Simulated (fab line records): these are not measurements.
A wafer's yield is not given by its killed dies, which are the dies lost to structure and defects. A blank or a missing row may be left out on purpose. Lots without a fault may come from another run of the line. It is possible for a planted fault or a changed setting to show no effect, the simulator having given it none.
Struck lot and sound lot, side by side    flow n5_finfet    16 out of 1938 route steps
Sound: the wafers L111.1, L111.3, L111.5. Wafers L998.1, L998.3, L998.4 were the ones struck. Last of all comes the cause.
At each step with rows: each side's tool, then ch and its chambers, then its first start. Under that, the readings that differ: sound wafers    struck wafers    difference of the means    sigmas: that difference in standard deviations of wafers without a fault.
alike: readings with means less than 2 such deviations apart, plus words and numbers identical on both sides. not compared: withheld readings, readings lacking a value on some wafer, bounds such as >300 that could conceal the same value, and numbers that have no deviation in the record and whose values overlap.
A row with sigmas, a row that says differs or no value, or rows on one side alone: a step with any of these is where the two part. When numbers do not overlap yet have no deviation, they are printed without sigmas and do not part them. A reading that every wafer of one side lacks parts them only if that side has two wafers or more.

first, 1 step without rows for these wafers: N5_MOL_CONTACT_COAG_STRIP_69 (strips in N2/H2).
N5_MOL_CONTACT_COAG_ETCHBACK_136: etches SiO2 in CHF3, target depth 25 nm, time 16.7 s.
  sound on rie_diel-04 ch 0,2,3, day 10 22:00; struck on rie_diel-05 ch 1,2,3, day 7 06:50
  alike: CHF3_flow_sccm, drypump_motor_current_A, oes_product_au, rf_fwd_power_W, rf_vpp_V, showerhead_plenum_p_Torr, throttle_valve_pct
  not compared: rf_hours_counter_h
then, 1 step without rows for these wafers: N5_MOL_CONTACT_COAG_STRIP_120 (strips in CHF3).
N5_MOL_CONTACT_COAG_VIA_ETCH_117: etches SiO2 in C4F6/O2, target depth 40 nm, overetch 8 nm, time 26 s.
  sound on rie_diel-04 ch 0,2,3, day 10 22:02; struck on rie_diel-05 ch 1,2,3, day 7 06:52
  alike: drypump_motor_current_A, oes_product_au, rf_fwd_power_W, rf_vpp_V, showerhead_plenum_p_Torr, throttle_valve_pct
  not compared: rf_hours_counter_h
N5_MOL_CONTACT_COAG_ETCH_124: etches SiNx in CH3F/O2, stops on SiOC, target depth 6.5 nm.
  sound on rie_diel-04 ch 0,2,3, day 10 22:04; struck on rie_diel-05 ch 1,2,3, day 7 06:54
  alike: drypump_motor_current_A, oes_product_au, rf_fwd_power_W, rf_vpp_V, showerhead_plenum_p_Torr, throttle_valve_pct
  not compared: rf_hours_counter_h
then, 1 step without rows for these wafers: N5_MOL_CONTACT_COAG_ETCH_48 (etches SiOC in C4F6/O2, target depth 15 nm, overetch 4.5 nm, time 17 s).
N5_MOL_CONTACT_COAG_STRIP_72: strips in N2/H2.
  sound on rie_diel-04 ch 0,2,3, day 10 22:10; struck on rie_diel-05 ch 1,2,3, day 7 06:59
  alike: drypump_motor_current_A, oes_product_au, rf_vpp_V, showerhead_plenum_p_Torr, throttle_valve_pct
  not compared: rf_hours_counter_h
N5_MOL_CONTACT_COAG_STRIP_49: strips in N2/H2, time 30 s.
  sound on plasma_asher-02 ch 0,1, day 10 22:14; struck on plasma_asher-02 ch 0,1, day 7 07:04
  alike: drypump_motor_current_A, heater_power_w
  not compared: rf_hours_counter_h
then, 2 steps without rows for these wafers: N5_MOL_CONTACT_COAG_PRECLEAN_138 (cleans in alkaline clean, time 60 s); N5_MOL_CONTACT_COAG_SRD_139 (time 30 s).
N5_MOL_CONTACT_COAG_CD_MEAS_101: the cd target is 16 nm.
  sound on cd_sem-02, day 10 22:23; struck on cd_sem-03, day 7 07:13
  alike: cd_nm
after that, 1 step had no rows for these wafers: N5_MOL_CONTACT_COAG_PRE_CLEAN_121.
N5_MOL_CONTACT_COAG_CVD_140: deposits W, target thk 66.5 nm, time 215 s.
  sound on cvd_w-02 ch 0,1, day 10 22:31; struck on cvd_w-02 ch 0,1, day 7 07:21
  no value came back on the struck wafers for heater_power_outer_w (W), heater_power_w (W); on the sound wafers heater_power_outer_w (W) reads 208 287 288
then, 1 step without rows for these wafers: N5_MOL_CONTACT_COAG_PRECLEAN_127 (cleans in DIW, time 57.5 s).
N5_BEOL_M4_RC_MEAS_101:
  the record has rows for the sound wafers here (prober-01 ch 0, day 13 22:57) and none for the struck ones
-- a jump in the record: the struck wafers' starts before and after are 7 days apart (it breaks off in module BEOL_M4 and resumes in module PASSIVATION, where the first step shown is number 1936 of the route) --
N5_PASSIVATION_PROBE_49:
  rows exist in the record for the struck wafers here (prober-02, day 14 15:36), but not for the sound ones

== WHERE THEY PART ==
At N5_MOL_CONTACT_COAG_CVD_140 first; at N5_PASSIVATION_PROBE_49 last (within this record only).

WHY: the cause the simulator had injected
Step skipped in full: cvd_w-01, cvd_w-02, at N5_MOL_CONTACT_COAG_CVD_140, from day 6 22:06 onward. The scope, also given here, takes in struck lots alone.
